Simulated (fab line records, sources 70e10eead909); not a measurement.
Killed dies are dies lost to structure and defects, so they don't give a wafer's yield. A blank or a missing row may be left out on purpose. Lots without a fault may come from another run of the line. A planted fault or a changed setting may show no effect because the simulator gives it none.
Which tool did it? | flow nand_harc | 24 lots, 72 wafers sampled, at 6 steps of a route of 1302

WHAT THE GAUGES READ, wafer by wafer
NHARC_A_M0_OVL_MEAS_10: pitch 160 nm. Usual: overlay_x_nm 0.3 nm, standard deviation 0.76; overlay_y_nm 0.1 nm, standard deviation 0.63.
lot  | measured     | on         | overlay_x_nm (nm) | overlay_y_nm (nm) | flag
L074 | day 22 17:00 | overlay-01 | -0.2 -0.4 -0.7    | 0.5 0.3 1.0       |
L075 | day 23 14:38 | overlay-02 | 0.2 0.6 0.2       | 0.0 -0.4 0.2      |
L077 | day 23 15:00 | overlay-01 | 1.3 1.0 0.9       | -0.4 0.4 0.2      |
L076 | day 24 00:31 | overlay-01 | 0.7 0.1 0.2       | -0.1 0.0 -0.1     |
L078 | day 24 04:53 | overlay-02 | 0.7 0.6 1.2       | 0.9 0.8 0.6       |
L079 | day 24 07:02 | overlay-01 | 1.4 0.9 1.2       | 0.2 0.0 0.4       |
L080 | day 25 08:40 | overlay-01 | 0.2 0.5 0.4       | -0.3 0.2 -0.3     |
L081 | day 25 17:06 | overlay-01 | 1.7 1.2 1.2       | 0.0 0.3 -0.4      |
L082 | day 26 10:43 | overlay-02 | -0.4 -0.6 -1.1    | -0.7 -0.6 -0.3    |
L084 | day 26 12:22 | overlay-02 | 0.2 0.2 -0.1      | 1.6 1.5 1.6       |
L083 | day 26 15:34 | overlay-01 | -1.2 -0.6 -0.2    | -0.5 0.1 -0.3     |
L085 | day 27 07:37 | overlay-02 | 1.7 2.0 1.6       | 1.0 0.4 0.7       |
L086 | day 27 08:54 | overlay-02 | 0.9 0.4 1.0       | -0.5 -0.6 -0.2    |
L087 | day 27 18:35 | overlay-01 | -0.8 -0.7 -0.9    | 0.5 0.5 0.8       |
L089 | day 28 10:49 | overlay-02 | 0.7 0.9 0.0       | 0.6 0.6 0.2       |
L088 | day 28 12:37 | overlay-01 | -0.2 -0.9 -0.8    | -0.1 -0.1 0.1     |
L091 | day 29 03:13 | overlay-01 | 1.1 0.4 0.6       | -0.5 -0.6 -0.6    |
L090 | day 29 20:25 | overlay-02 | -0.1 -0.6 -0.5    | 0.9 0.6 0.6       |
L095 | day 30 13:32 | overlay-02 | 0.0 0.0 0.8       | -0.6 0.0 -0.5     |
L092 | day 30 15:34 | overlay-01 | 0.6 0.1 -0.1      | -0.6 -1.1 -0.7    |
L093 | day 30 16:50 | overlay-01 | -0.5 -0.2 0.5     | 1.3 0.9 0.1       |
L094 | day 31 06:08 | overlay-01 | -0.3 0.5 0.6      | -0.2 0.1 -0.1     |
L096 | day 32 17:52 | overlay-02 | 0.5 0.7 0.5       | 0.9 1.0 0.5       |
L097 | day 32 20:55 | overlay-01 | -0.4 -1.0 -0.9    | -0.2 -0.8 0.0     |

NHARC_A_M0_INSPECT_27. Usual: raw_defect_count 561, standard deviation 150.
lot  | measured     | on                | raw_defect_count | flag
L074 | day 22 19:37 | defect_inspect-02 | 513 423 496      |
L075 | day 23 17:13 | defect_inspect-02 | 447 541 482      |
L077 | day 23 17:34 | defect_inspect-01 | 822 577 719      |
L076 | day 24 03:05 | defect_inspect-01 | 616 721 718      |
L078 | day 24 07:28 | defect_inspect-01 | 635 524 490      |
L079 | day 24 09:37 | defect_inspect-02 | 304 389 322      |
L080 | day 25 11:14 | defect_inspect-02 | 816 529 632      |
L081 | day 25 19:43 | defect_inspect-01 | 617 1063 929     |
L082 | day 26 13:18 | defect_inspect-02 | 463 520 765      |
L084 | day 26 14:56 | defect_inspect-02 | 391 340 442      |
L083 | day 26 18:07 | defect_inspect-02 | 936 590 793      |
L085 | day 27 10:14 | defect_inspect-01 | 502 406 396      |
L086 | day 27 11:28 | defect_inspect-02 | 607 727 695      |
L087 | day 27 21:10 | defect_inspect-01 | 410 607 494      |
L089 | day 28 13:25 | defect_inspect-02 | 663 535 493      |
L088 | day 28 15:13 | defect_inspect-01 | 658 481 607      |
L091 | day 29 05:49 | defect_inspect-01 | 650 501 479      |
L090 | day 29 22:59 | defect_inspect-01 | 404 704 549      |
L095 | day 30 16:10 | defect_inspect-01 | 385 371 398      |
L092 | day 30 18:07 | defect_inspect-02 | 580 489 489      |
L093 | day 30 19:25 | defect_inspect-02 | 612 490 590      |
L094 | day 31 08:43 | defect_inspect-01 | 730 560 596      |
L096 | day 32 20:27 | defect_inspect-02 | 468 462 463      |
L097 | day 32 23:32 | defect_inspect-01 | 932 652 538      |

NHARC_A_M1_INSPECT_27. Usual: raw_defect_count 526, standard deviation 120.
lot  | measured     | on                | raw_defect_count | flag
L074 | day 22 23:46 | defect_inspect-01 | 1027 801 540     |
L075 | day 23 21:27 | defect_inspect-01 | 706 459 558      |
L077 | day 23 21:46 | defect_inspect-02 | 526 564 615      |
L076 | day 24 07:14 | defect_inspect-02 | 327 359 340      |
L078 | day 24 11:47 | defect_inspect-02 | 541 641 643      |
L079 | day 24 13:57 | defect_inspect-02 | 536 686 491      |
L080 | day 25 15:37 | defect_inspect-02 | 377 397 326      |
L081 | day 25 23:55 | defect_inspect-01 | 648 557 406      |
L082 | day 26 17:20 | defect_inspect-02 | 605 480 521      |
L084 | day 26 19:11 | defect_inspect-02 | 334 350 384      |
L083 | day 26 22:25 | defect_inspect-02 | 704 476 601      |
L085 | day 27 14:41 | defect_inspect-01 | 429 451 398      |
L086 | day 27 15:36 | defect_inspect-01 | 510 448 622      |
L087 | day 28 02:18 | defect_inspect-01 | 639 651 680      |
L089 | day 28 17:47 | defect_inspect-02 | 577 487 474      |
L088 | day 28 19:31 | defect_inspect-01 | 434 357 410      |
L091 | day 29 10:13 | defect_inspect-02 | 672 650 447      |
L090 | day 30 03:07 | defect_inspect-01 | 547 506 646      |
L095 | day 30 20:19 | defect_inspect-02 | 617 588 579      |
L092 | day 30 22:19 | defect_inspect-02 | 486 520 517      |
L093 | day 30 23:35 | defect_inspect-02 | 564 503 430      |
L094 | day 31 12:44 | defect_inspect-02 | 535 603 568      |
L096 | day 33 00:34 | defect_inspect-02 | 461 428 474      |
L097 | day 33 03:43 | defect_inspect-01 | 528 464 583      |

NHARC_HYBRID_BOND_INSPECT_06: inspects for defects (ir void). Usual: raw_defect_count 91, standard deviation 28.
lot  | measured     | on                | raw_defect_count | flag
L074 | day 23 14:16 | defect_inspect-01 | 67 60 67         |
L075 | day 24 11:45 | defect_inspect-01 | 109 100 108      |
L077 | day 24 11:45 | defect_inspect-02 | 140 127 127      |
L076 | day 25 00:38 | defect_inspect-02 | 17 32 25         |
L078 | day 25 00:38 | defect_inspect-01 | 132 136 109      |
L079 | day 25 04:57 | defect_inspect-01 | 38 35 37         |
L080 | day 26 11:12 | defect_inspect-02 | 87 87 97         |
L081 | day 26 11:11 | defect_inspect-01 | 119 127 115      |
L082 | day 27 07:31 | defect_inspect-01 | 98 94 78         |
L084 | day 27 07:31 | defect_inspect-02 | 84 91 91         |
L083 | day 27 12:43 | defect_inspect-02 | 92 85 85         |
L085 | day 28 04:33 | defect_inspect-02 | 62 86 72         |
L086 | day 28 04:32 | defect_inspect-01 | 99 100 102       |
L087 | day 28 16:32 | defect_inspect-02 | 80 78 75         |
L089 | day 29 08:13 | defect_inspect-01 | 81 80 76         |
L088 | day 29 08:13 | defect_inspect-02 | 93 111 136       |
L091 | day 30 02:32 | defect_inspect-01 | 126 125 110      |
L090 | day 30 18:19 | defect_inspect-02 | 124 134 135      |
L095 | day 31 10:36 | defect_inspect-02 | 78 83 84         |
L092 | day 31 10:37 | defect_inspect-01 | 84 68 65         |
L093 | day 31 10:37 | defect_inspect-02 | 152 115 87       |
L094 | day 32 08:56 | defect_inspect-01 | 137 130 123      |
L096 | day 33 14:37 | defect_inspect-01 | 98 72 82         |
L097 | day 33 20:15 | defect_inspect-02 | 90 85 58         |

NHARC_THIN_TSV_THK_MEAS_02: measures by ir. Usual: thk_nm 3023 nm, standard deviation 200.
lot  | measured     | on            | thk_nm (nm)    | flag
L074 | day 23 15:55 | film_metro-02 | 2973 3017 2895 |
L075 | day 24 13:23 | film_metro-01 | 3119 3020 3026 |
L077 | day 24 14:35 | film_metro-02 | 2615 2820 2811 |
L076 | day 25 03:28 | film_metro-01 | 3072 3090 3157 |
L078 | day 25 02:16 | film_metro-01 | 3106 2961 3065 |
L079 | day 25 06:35 | film_metro-01 | 3239 2633 3281 |
L080 | day 26 12:50 | film_metro-02 | 3189 2939 2645 |
L081 | day 26 14:01 | film_metro-02 | 3136 3585 3401 |
L082 | day 27 10:22 | film_metro-01 | 3103 3051 3143 |
L084 | day 27 09:10 | film_metro-02 | 3121 2619 3125 |
L083 | day 27 14:21 | film_metro-01 | 3268 3383 3545 |
L085 | day 28 06:12 | film_metro-02 | 2936 2903 3112 |
L086 | day 28 07:23 | film_metro-02 | 3248 3066 3191 |
L087 | day 28 18:10 | film_metro-01 | 3080 2939 2994 |
L089 | day 29 09:52 | film_metro-02 | 2983 2974 2831 |
L088 | day 29 11:03 | film_metro-02 | 2909 3349 3077 |
L091 | day 30 04:11 | film_metro-02 | 3172 2799 2812 |
L090 | day 30 19:58 | film_metro-01 | 3017 2864 3146 |
L095 | day 31 12:16 | film_metro-02 | 3090 3309 2743 |
L092 | day 31 13:28 | film_metro-02 | 2795 3194 2776 |
L093 | day 31 14:39 | film_metro-01 | 2722 3141 2944 |
L094 | day 32 12:23 | film_metro-02 | 2890 2788 3108 |
L096 | day 33 16:15 | film_metro-02 | 2992 2648 3084 |
L097 | day 33 21:55 | film_metro-01 | 2957 3007 2938 |

WHICH TOOL RAN EACH LOT (tool, then ch and the chambers of the sampled wafers, then the start)
lot  | NHARC_A_M1_ETCH_15
L074 | rie_diel-08 ch 0,1, day 22 23:46 or earlier
L075 | rie_diel-13 ch 0,1, day 23 21:27 or earlier
L077 | rie_diel-05 ch 0,3, day 23 21:46 or earlier
L076 | rie_diel-08 ch 1,2, day 24 07:14 or earlier
L078 | rie_diel-08 ch 0,2, day 24 11:47 or earlier
L079 | rie_diel-13 ch 0,3, day 24 13:57 or earlier
L080 | rie_diel-13 ch 0,1,3, day 25 15:37 or earlier
L081 | rie_diel-13 ch 0,1, day 25 23:55 or earlier
L082 | rie_diel-13 ch 0,3, day 26 17:20 or earlier
L084 | rie_diel-08 ch 1,3, day 26 16:46
L083 | rie_diel-08 ch 1,3, day 26 19:59
L085 | rie_diel-08 ch 1,2, day 27 14:41 or earlier
L086 | rie_diel-08 ch 0,2, day 27 15:36 or earlier
L087 | rie_diel-05 ch 1,2, day 28 02:18 or earlier
L089 | rie_diel-08 ch 1,2,3, day 28 17:47 or earlier
L088 | rie_diel-08 ch 0,1,2, day 28 19:31 or earlier
L091 | rie_diel-05 ch 0,1,3, day 29 10:13 or earlier
L090 | rie_diel-08 ch 0,1,2, day 30 03:07 or earlier
L095 | rie_diel-13 ch 1,2,3, day 30 20:19 or earlier
L092 | rie_diel-13 ch 0,1,2, day 30 22:19 or earlier
L093 | rie_diel-13 ch 0,3, day 30 23:35 or earlier
L094 | rie_diel-13 ch 0,3, day 31 12:44 or earlier
L096 | rie_diel-13 ch 0,1, day 33 00:34 or earlier
L097 | rie_diel-13 ch 0,1,2, day 33 03:43 or earlier
- NHARC_A_M1_ETCH_15: etches the open film in C4F8/Ar, target depth 182.5 nm, time 91.2 s.

WHAT THE TOOLS THEMSELVES READ (means of the sampled wafers that have a number; where no wafer has one, the mark that the record gives instead)
NHARC_A_M1_ETCH_15. Usual: bias_w 299.8 W, standard deviation 0.83; oes_product_au 0.957 a.u., standard deviation 0.022; rf_vpp_V 440.5 V, standard deviation 2.
lot  | tool        | bias_w (W) | oes_product_au (a.u.) | rf_vpp_V (V) | flag
L074 | rie_diel-08 | 299.5      | 0.916                 | 439.8        |
L075 | rie_diel-13 | 299.8      | 0.970                 | 438.1        |
L077 | rie_diel-05 | 300.3      | 0.926                 | 442.3        |
L076 | rie_diel-08 | 299.3      | 0.977                 | 438.5        |
L078 | rie_diel-08 | 300.2      | 0.972                 | 439.1        |
L079 | rie_diel-13 | 299.9      | 0.972                 | 440.9        |
L080 | rie_diel-13 | 300.5      | 0.969                 | 439.9        |
L081 | rie_diel-13 | 300.3      | 0.982                 | 437.6        |
L082 | rie_diel-13 | 300.3      | 0.964                 | 441.0        |
L084 | rie_diel-08 | 300.8      | 0.947                 | 439.2        |
L083 | rie_diel-08 | 299.9      | 0.926                 | 439.5        |
L085 | rie_diel-08 | 300.4      | 0.951                 | 439.6        |
L086 | rie_diel-08 | 300.1      | 0.920                 | 440.1        |
L087 | rie_diel-05 | 299.9      | 0.979                 | 441.7        |
L089 | rie_diel-08 | 299.4      | 0.943                 | 439.5        |
L088 | rie_diel-08 | 299.9      | 0.972                 | 438.8        |
L091 | rie_diel-05 | 300.0      | 0.941                 | 442.9        |
L090 | rie_diel-08 | 300.1      | 0.979                 | 439.7        |
L095 | rie_diel-13 | 300.0      | 0.975                 | 441.6        |
L092 | rie_diel-13 | 299.4      | 0.960                 | 440.2        |
L093 | rie_diel-13 | 299.4      | 0.982                 | 440.4        |
L094 | rie_diel-13 | 299.4      | 0.927                 | 438.5        |
L096 | rie_diel-13 | 300.1      | 0.960                 | 438.7        |
L097 | rie_diel-13 | 299.3      | 0.974                 | 439.5        |

THE ANSWER, worked out from the rows above alone
Rule: a lot is off if the mean of its wafers that have a number lies more than 3 standard deviations from the usual mean. A lot without any number at a reading at which 4 lots or more have one is off too. The other lots that the step has rows for count as sound. The gauges are gone through in route order, then the tools' own readings, and for those a lot's mean is taken as printed above. The first step at which some lot is off is used, and at that step the reading that is off furthest; a lot without a number counts as furthest.
No lot is off at any reading shown: from this, nothing can be told.

WHAT THE SIMULATOR HAD PUT IN
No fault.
